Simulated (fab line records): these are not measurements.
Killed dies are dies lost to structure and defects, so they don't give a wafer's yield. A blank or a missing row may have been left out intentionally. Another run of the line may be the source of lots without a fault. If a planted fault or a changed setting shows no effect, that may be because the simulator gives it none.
A lot that was struck, set against a sound lot + flow n5-finfet + 14 out of 1938 route steps
Sound: wafers L829.2, L829.4, L829.5. The struck wafers were L843.2, L843.5. The cause is given at the end.
At each step with rows: each side's tool, then ch and its chambers, then its first start. Under that, the readings that differ: sound wafers + struck wafers + difference of the means + sigmas: that difference in standard deviations of wafers without a fault.
alike: readings with means less than 2 such deviations apart, plus words and numbers identical on both sides. not compared: withheld readings, readings lacking a value on some wafer, bounds such as >300 that could conceal the same value, and numbers that have no deviation in the record and whose values overlap.
A row with sigmas, a row that says differs or no value, or rows on one side alone: a step with any of these is where the two part. Numbers that don't overlap but have no deviation are shown without sigmas and don't part them. Lack of a reading on every wafer of one side parts them only where that side has two or more wafers.

first, 5 steps without rows for these wafers: N5_BEOL_M10_EBR_24; N5_BEOL_M10_SOFTBAKE_23 (time 60 s); N5_BEOL_M10_EXPOSE_25 (exposes mask V9); N5_BEOL_M10_PEB_26 (peb time 60 s); N5_BEOL_M10_DEVELOP_27 (develop time 30 s).
N5_BEOL_M10_CD_MEAS_28: the cd target is 70 nm.
  sound on cd-sem-03 ch 0, day 10 23:44; struck on cd-sem-02 ch 0, day 15 04:27
  alike: cd-nm
N5_BEOL_M10_OVL_MEAS_29:
  sound on overlay-01 ch 0, day 10 23:46; struck on overlay-02 ch 0, day 15 04:29
  alike: V9_OVL
N5_BEOL_M10_INSPECT_30: inspects for defects (brightfield).
  sound on defect-inspect-01, day 10 23:48; struck on defect-inspect-01, day 15 04:31
  alike: raw-defect-count
N5_BEOL_M10_DESCUM_33: chemistry O2, time 7.9 s.
  sound on rie-diel-06 ch 0,1,2, day 10 23:50; struck on rie-diel-06 ch 0,2, day 15 04:32
  alike: drypump-motor-current-A, oes-product-au, rf-vpp-V, showerhead-plenum-p-Torr, throttle-valve-pct
  not compared: rf-hours-counter-h
N5_BEOL_M10_ETCH_65: etches SiARC in CF4, target depth 39 nm, time 65 s.
  sound on rie-diel-06 ch 0,1,2, day 10 23:52; struck on rie-diel-06 ch 0,2, day 15 04:35
  alike: bias-w, drypump-motor-current-A, etch-rf-on-time-s, oes-product-au, rf-vpp-V, showerhead-plenum-p-Torr, throttle-valve-pct
  not compared: rf-hours-counter-h
N5_BEOL_M10_ETCH_66: etches SOC in N2/H2, target depth 120 nm, overetch 24 nm, time 180 s.
  sound on rie-diel-06 ch 0,1,2, day 10 23:55; struck on rie-diel-06 ch 0,2, day 15 04:38
  alike: bias-w, drypump-motor-current-A, h2-flow-sccm, oes-product-au, rf-vpp-V, run-length-s, showerhead-plenum-p-Torr, throttle-valve-pct
  not compared: rf-hours-counter-h
then, 1 step without rows for these wafers: N5_BEOL_M10_STRIP_69 (strips in N2/H2).
N5_BEOL_M10_VIA_ETCH_34: etches SiCOH lowk in C4F6/O2, target depth 184.5 nm, time 69.2 s.
  sound on rie-diel-06 ch 0,1,2, day 11 00:02; struck on rie-diel-06 ch 0,2, day 15 04:45
| reading                                   | sound             | struck      | difference                    | sigmas |
|-------------------------------------------|-------------------|-------------|-------------------------------|--------|
| bias-w (W)                                | 185.0 186.4 183.3 | - -         | no value on the struck wafers |        |
| run-length-s (s)                          | 92.5 92.1 92.3    | 87.0 86.9   | -5.3                          | -13    |
| model.etch.depth-nm (nm)                  | 188.8 185.3 187   | 169.4 172.4 | -16.1                         |        |
| model.SOC_of_BEOL_M10_COAT_63.thk-nm (nm) | 91.4 91.8 91.8    | 93 93       | +1                            |        |
  alike: drypump-motor-current-A, oes-product-au, rf-vpp-V, showerhead-plenum-p-Torr, throttle-valve-pct
  not compared: rf-hours-counter-h
then, 1 step without rows for these wafers: N5_BEOL_M10_STRIP_73 (strips in C4F6/O2).

== WHERE THEY PART ==
Within this record, at N5_BEOL_M10_VIA_ETCH_34 only.

WHY: whatever the simulator had introduced
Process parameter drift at N5_BEOL_M10_VIA_ETCH_34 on rie-diel-06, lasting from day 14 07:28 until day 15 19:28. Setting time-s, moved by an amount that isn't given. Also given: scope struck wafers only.
